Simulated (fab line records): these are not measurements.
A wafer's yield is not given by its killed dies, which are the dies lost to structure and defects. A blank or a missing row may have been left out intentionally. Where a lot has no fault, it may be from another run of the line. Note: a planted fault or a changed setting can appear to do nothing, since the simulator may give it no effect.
Split-lot study :: flow n5Finfet :: on a route of 1938 steps: 7 lots, 21 wafers read

## SPLIT DETAILS
At N5_WELL_APT_EXPOSE_05 (exposes mask NWELL, defocus 0 nm, target cd 200 nm), the setting doseMj was moved away from the recipe's 20.3 on 4 of the 21 wafers read, by +2.0% to +6.4%. This setting was run at the recipe's value on the other wafers.

## FROM THE SPLIT TO THE READING: what the file shows between them, 3 steps
- N5_WELL_APT_PEB_06: peb time 90 s
- N5_WELL_APT_DEVELOP_07: develop time 45 s
- N5_WELL_APT_HARDBAKE_12: time 120 s

## THE READING
cdNm (nm) at N5_WELL_APT_CD_MEAS_08, where the cd target is 200 nm. Typical for fault-free wafers on this fab line: 199.9 nm, with standard deviation 1.1 nm.

wafer: L076.2
tool, chamber at the split: krfScanner-01, 0
doseMj as run: 20.3
against the recipe: recipe
cdNm, nm: 198.1
against lot-mates on the recipe: -

wafer: L076.4
tool, chamber at the split: krfScanner-01, 0
doseMj as run: 20.3
against the recipe: recipe
cdNm, nm: 198.1
against lot-mates on the recipe: -

wafer: L076.5
tool, chamber at the split: krfScanner-01, 0
doseMj as run: 20.3
against the recipe: recipe
cdNm, nm: 198.5
against lot-mates on the recipe: -

wafer: L082.1
tool, chamber at the split: krfScanner-01, 0
doseMj as run: 20.3
against the recipe: recipe
cdNm, nm: 200.6
against lot-mates on the recipe: -

wafer: L082.2
tool, chamber at the split: krfScanner-01, 0
doseMj as run: 20.3
against the recipe: recipe
cdNm, nm: 201.8
against lot-mates on the recipe: -

wafer: L082.3
tool, chamber at the split: krfScanner-01, 0
doseMj as run: 20.3
against the recipe: recipe
cdNm, nm: 200.0
against lot-mates on the recipe: -

wafer: L086.2
tool, chamber at the split: krfScanner-01, 0
doseMj as run: 20.3
against the recipe: recipe
cdNm, nm: 199.2
against lot-mates on the recipe: -

wafer: L086.5
tool, chamber at the split: krfScanner-01, 0
doseMj as run: 20.7
against the recipe: +2.0%
cdNm, nm: 202.8
against lot-mates on the recipe: +2.9

wafer: L086.6
tool, chamber at the split: krfScanner-01, 0
doseMj as run: 20.3
against the recipe: recipe
cdNm, nm: 200.6
against lot-mates on the recipe: -

wafer: L087.2
tool, chamber at the split: krfScanner-01, 0
doseMj as run: 20.3
against the recipe: recipe
cdNm, nm: 199.9
against lot-mates on the recipe: -

wafer: L087.3
tool, chamber at the split: krfScanner-01, 0
doseMj as run: 20.3
against the recipe: recipe
cdNm, nm: 198.3
against lot-mates on the recipe: -

wafer: L087.6
tool, chamber at the split: krfScanner-01, 0
doseMj as run: 20.3
against the recipe: recipe
cdNm, nm: 199.2
against lot-mates on the recipe: -

wafer: L088.4
tool, chamber at the split: krfScanner-02, 0
doseMj as run: 21.6
against the recipe: +6.4%
cdNm, nm: 209.6
against lot-mates on the recipe: +8.4

wafer: L088.5
tool, chamber at the split: krfScanner-02, 0
doseMj as run: 21.6
against the recipe: +6.4%
cdNm, nm: 211.5
against lot-mates on the recipe: +10.3

wafer: L088.6
tool, chamber at the split: krfScanner-02, 0
doseMj as run: 20.3
against the recipe: recipe
cdNm, nm: 201.2
against lot-mates on the recipe: -

wafer: L089.1
tool, chamber at the split: krfScanner-01, 0
doseMj as run: 21.08
against the recipe: +3.8%
cdNm, nm: 207.5
against lot-mates on the recipe: +6.5

wafer: L089.5
tool, chamber at the split: krfScanner-01, 0
doseMj as run: 20.3
against the recipe: recipe
cdNm, nm: 200.3
against lot-mates on the recipe: -

wafer: L089.6
tool, chamber at the split: krfScanner-01, 0
doseMj as run: 20.3
against the recipe: recipe
cdNm, nm: 201.7
against lot-mates on the recipe: -

wafer: L091.3
tool, chamber at the split: krfScanner-01, 0
doseMj as run: 20.3
against the recipe: recipe
cdNm, nm: 200.3
against lot-mates on the recipe: -

wafer: L091.4
tool, chamber at the split: krfScanner-01, 0
doseMj as run: 20.3
against the recipe: recipe
cdNm, nm: 200.2
against lot-mates on the recipe: -

wafer: L091.5
tool, chamber at the split: krfScanner-01, 0
doseMj as run: 20.3
against the recipe: recipe
cdNm, nm: 200.6
against lot-mates on the recipe: -

THE FIT
A straight line over all 21 wafers: cdNm changes by +1.7 nm for each +1% of doseMj; r = +0.95; the points scatter about the line by 1.2 nm.
The same after taking each lot's own level away (the mean of its wafers on the recipe; 21 wafers): +1.49 nm for each +1%; r = +0.98; scatter 0.63 nm.
According to that fit, moving doseMj by its largest amount changes the reading by 9.6 nm.
The lots' own levels span 198.23 to 201.20 nm, that is 2.7 times the standard deviation above.
So the lot-to-lot level changes the slope: the two fits differ.
Check: for one of the wafers moved furthest among these (+6.4%), held out of the fit, the line's prediction against its lot-mates is +10.4 nm. Against them it came out at +8.4 nm.

## THE OTHER SPLITS THESE WAFERS WENT THROUGH
These wafers also went through other splits before the reading. Each is held against what the fit with the lots' levels taken away leaves over:
other split on the same wafers: N5_WELL_APT_COAT_02 spinRpm
wafers away from the commonest value: 3
r with cdNm (lot level and that fit taken away): +0.29

## THE WHOLE CHAIN: every reading that the file lists as answering this split, in the file's order
step: N5_WELL_APT_CD_MEAS_08
what it does: target cd 200 nm
reading: cdNm
change (the file's fit): +1.52 nm for each +1% of the setting
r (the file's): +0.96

step: N5_WELL_APT_DESCUM_13
what it does: chemistry O2, time 7.9 s
reading: WELL_APT.cdNm (the simulator's own value, which no gauge read)
change (the file's fit): +1.52 nm for each +1% of the setting
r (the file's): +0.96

## FILE'S OWN FIT
cdNm changes by +1.52 nm for each +1% of doseMj, r = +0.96.
